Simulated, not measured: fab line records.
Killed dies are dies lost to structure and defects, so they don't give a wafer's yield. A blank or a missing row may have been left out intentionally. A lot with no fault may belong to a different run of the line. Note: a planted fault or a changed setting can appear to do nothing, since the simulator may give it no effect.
8D (eight disciplines) problem report, filled in by code :: flow n5Finfet :: the parts of the form that need people (team, actions taken, sign-off) are left out

## 1. WHAT WENT WRONG
Wafers without a fault read 1500.1 rpm, standard deviation 1.1; spinSpeedRpm at N5_BEOL_M12_COAT_58 reads a mean of 1441.3 rpm on 6 wafers belonging to 2 lots. That puts it -53 standard deviations away from the usual mean.
The step: time 60 s, resist thk 89 nm.
Seen first at day 15 01:35 on lithoTrack-04, wafer L380.3. The record holds 33 wafers of 11 lots with a number at this step. By rule, "out" or "out of limits" means more than 4 standard deviations away from the usual mean. Any other wafer with a number is counted as sound.

## 2. WHAT IT IS; WHAT IT IS NOT
question: which readings at this step
is: spinSpeedRpm
is not: chillPlateTempC

question: which lots
is: L380, L382
is not: L371, L372, L374, L375, L376, L388, L390, L391, L392

question: which wafers of those lots
is: all that have a number
is not: -

question: read on which tools
is: lithoTrack-04
is not: lithoTrack-02, lithoTrack-05

question: when
is: from day 15 01:35
is not: up to then (15 sound wafers); but 12 sound wafers of L388, L390, L391, L392 came after

## 3. THE SUSPECTS, EACH WITH WHAT RULES IT OUT
Counting: a tool at a process step up to the reading stays a suspect if it ran every lot that is out and no sound lot after the first of them.
- lithoTrack-04 at N5_BEOL_M12_COAT_58 (time 60 s, resist thk 89 nm): ruled out as a lasting fault. Sound lots L392 ran on it after its first lot that is out, L380 (day 15 01:35).
Left after counting: nothing in the record.

## 4. THE CAUSE (what the simulator had put in)
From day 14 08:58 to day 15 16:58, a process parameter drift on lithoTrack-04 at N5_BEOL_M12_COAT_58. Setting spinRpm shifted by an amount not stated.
Counting ruled it out, wrongly.

## 5. THE CHAIN OF EFFECTS, in route order
Each row: a reading whose mean over the struck wafers that have a number lies more than 3 standard deviations from the usual. Only readings for which the record gives a usual standard deviation are gone through. hours: the time from each lot's start at the first step in this table that gives one to its start at this step, as a median over the lots. sigmas: the change in usual standard deviations.
hours: 0
step: N5_BEOL_M12_COAT_58
reading: spinSpeedRpm
usual: 1500.1 rpm
on struck wafers: 1441.3
change: -58.8
sigmas: -53

hours: 1
step: N5_BEOL_M12_STRIP_64
reading: stripTimeToEndpointS
usual: 31.38 s
on struck wafers: 31.87
change: +0.49
sigmas: +7.6
Process steps it contains:
- N5_BEOL_M12_COAT_58: time 60 s, resist thk 89 nm.
- N5_BEOL_M12_STRIP_64: strips in N2/H2.

## 6. HOW IT WOULD HAVE BEEN CAUGHT EARLIER
17 hours passed between the start of the fault at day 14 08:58 and the first reading out of limits in this record, taken at day 15 01:35.
